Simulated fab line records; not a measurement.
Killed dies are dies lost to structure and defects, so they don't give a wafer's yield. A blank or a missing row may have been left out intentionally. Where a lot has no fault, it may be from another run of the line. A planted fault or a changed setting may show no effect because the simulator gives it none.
A struck lot beside a sound one -- flow nand_harc -- 26 steps out of a route of 1159
Sound: these wafers, L959.2, L959.4, L959.6. The struck wafers were L962.1, L962.2, L962.4. The cause comes at the end.
Each step with rows lists, per side, the tool, then ch with its chambers, then its first start. Under that, the readings that differ: sound wafers -- struck wafers -- difference of the means -- sigmas: that difference in standard deviations of wafers without a fault.
alike: readings with means less than 2 such deviations apart, plus words and numbers identical on both sides. not compared: withheld readings, readings lacking a value on some wafer, bounds such as >300 that could conceal the same value, and numbers that have no deviation in the record and whose values overlap.
Wherever a step has rows on one side only, a row that says differs or no value, or a row with sigmas, the two part there. Numbers that don't overlap but have no deviation are shown without sigmas and don't part them. A reading missing from all wafers of one side parts the sides only when that side holds two or more wafers.

first, 5 steps without rows for these wafers: NHARC_P_GATE_STRIP_15 (strips in SPM, time 780 s); NHARC_P_GATE_PRECLEAN_71 (cleans in SC1); NHARC_P_GATE_SRD_72; NHARC_P_GATE_OXIDE_16 (material SiO2, target thk 3 nm, ox time 392 s); NHARC_P_GATE_CVD_17 (deposits poly-Si, target thk 150 nm, time 900 s).
NHARC_P_GATE_HM_DEP_102: deposits aC, target thk 120 nm.
  sound on acl_dep-01 ch 0, day 7 21:29; struck on acl_dep-01 ch 0, day 8 18:29
  alike: throttle_valve_pct
NHARC_P_GATE_DEP_103: deposits SiON, target thk 30 nm.
  sound on pecvd-01 ch 0,1, day 7 22:05; struck on pecvd-01 ch 0,2, day 8 19:08
  alike: heater_power_w, rf_fwd_power_W
  not compared: since_wet_clean_h
then, 5 steps without rows for these wafers: NHARC_P_GATE_DEHYDRATE_18 (time 120 s); NHARC_P_GATE_HMDS_19 (time 30 s); NHARC_P_GATE_COAT_20 (resist thk 90 nm); NHARC_P_GATE_SOFTBAKE_21 (time 55 s); NHARC_P_GATE_EBR_22.
NHARC_P_GATE_EXPOSE_23: exposes mask P GATE, target cd 120 nm.
  sound on arfi_scanner-01 ch 0, day 7 22:35; struck on arfi_scanner-02 ch 0, day 8 19:41
reading,sound,struck,difference,sigmas
exposure_dose_mJ_cm2,93.90 93.94 93.91,120.02 119.93 119.95,+26.05,+99 or more
  alike: mask
then, 2 steps without rows for these wafers: NHARC_P_GATE_PEB_24 (peb time 65 s); NHARC_P_GATE_DEVELOP_25 (develop time 35 s).
NHARC_P_GATE_CD_MEAS_26 targets a cd of 120 nm.
  sound on cd_sem-02 ch 0, day 7 22:44; struck on cd_sem-01 ch 0
reading,sound,struck,difference,sigmas
cd_nm (nm),121.1 120.3 121.0,104.0 104.9 104.3,-16.4,-22
  not compared: hold
NHARC_P_GATE_OVL_MEAS_27:
  sound on overlay-01 at day 7 22:49; struck on overlay-01 at day 8 21:10
reading,sound,struck,difference,sigmas
hold,- - -,await_dispo/1.1h/release await_dispo/1.1h/release await_dispo/1.1h/release,no value on the sound wafers,
  alike: overlay_x_nm, overlay_y_nm
NHARC_P_GATE_INSPECT_28:
  sound on defect_inspect-01 at day 7 22:51; struck on defect_inspect-02 at day 8 21:11
  alike: raw_defect_count
NHARC_P_GATE_DESCUM_31: chemistry O2, time 3 s.
  sound on rie_diel-13 ch 0,2,3, day 7 22:58; struck on rie_diel-06 ch 0,1,3, day 8 21:18
reading,sound,struck,difference,sigmas
model.P_GATE.cd_nm (nm),121.2 120.7 119.2,104 103.2 103.2,-17,
  alike: drypump_motor_current_A, oes_product_au, rf_vpp_V, showerhead_plenum_p_Torr, throttle_valve_pct
  not compared: rf_hours_counter_h
NHARC_P_GATE_ETCH_104: etches the open film in CF4/CHF3, target depth 60 nm.
  sound on rie_diel-13 ch 0,1, day 7 23:14; struck on rie_diel-06 ch 1,2,3, day 8 21:34
  alike: drypump_motor_current_A, oes_product_au, rf_fwd_power_W, rf_vpp_V, showerhead_plenum_p_Torr, throttle_valve_pct
NHARC_P_GATE_HM_OPEN_105: chemistry O2/COS, target depth 360 nm.
  sound on rie_diel-13 ch 0,1,2; struck on rie_diel-06 ch 1,2,3
  alike: cos_flow_sccm, drypump_motor_current_A, oes_product_au, rf_fwd_power_W, rf_vpp_V, showerhead_plenum_p_Torr, throttle_valve_pct
  not compared: rf_hours_counter_h
then, 2 steps without rows for these wafers: NHARC_P_GATE_STRIP_106 (strips in O2/COS); NHARC_P_GATE_ETCH_114 (etches the open film in CF4/O2, target depth 30 nm, overetch 3 nm, time 16.5 s).
NHARC_P_GATE_ETCH_32: etches the open film in HBr/Cl2, target depth 150 nm, time 100.1 s.
  sound on rie_si-01 ch 0,1, day 7 23:46; struck on rie_si-01 ch 0,2,3, day 8 22:10
reading,sound,struck,difference,sigmas
model.P_GATE.cd_nm (nm),124 122 121.2,106.5 101.9 97.94,-20.3,
  alike: drypump_motor_current_A, oes_product_au, rf_fwd_power_W, throttle_valve_pct
  not compared: rf_hours_counter_h
NHARC_P_GATE_STRIP_108: strips in O2.
  sound on rie_diel-01 ch 0,1,3, day 7 23:58; struck on rie_diel-06 ch 0,2,3, day 8 22:23
  alike: drypump_motor_current_A, oes_product_au, rf_vpp_V, showerhead_plenum_p_Torr, throttle_valve_pct
  not compared: rf_hours_counter_h
-- jump in the record: it breaks off in module P_GATE and resumes in module END (first step shown: number 1159 of the route), and 15 days separate the struck wafers' starts before and after --
NHARC_END_SORT_01:
  sound on prober-01 ch 0, day 23 13:30; struck on prober-01 ch 0, day 24 05:45
reading,sound,struck,difference,sigmas
hold,- - -,await_dispo/0.9h/release await_dispo/0.9h/release await_dispo/0.9h/release,no value on the sound wafers,
killed_at_array,31 44 35,18 18 11,-21,-2
killed_at_other,4 2 4,1 1 1,-2,-2
killed_at_periphery,7 6 12,37 39 25,+25,+11
  alike: killed_dies, killed_open, killed_short

WHERE THEY PART
Last at NHARC_END_SORT_01 as far as this record goes, first at NHARC_P_GATE_EXPOSE_23.

WHY: the cause the simulator had injected
Process parameters drifting: arfi_scanner-02 at NHARC_P_GATE_EXPOSE_23, beginning at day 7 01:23. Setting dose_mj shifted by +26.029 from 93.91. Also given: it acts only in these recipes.
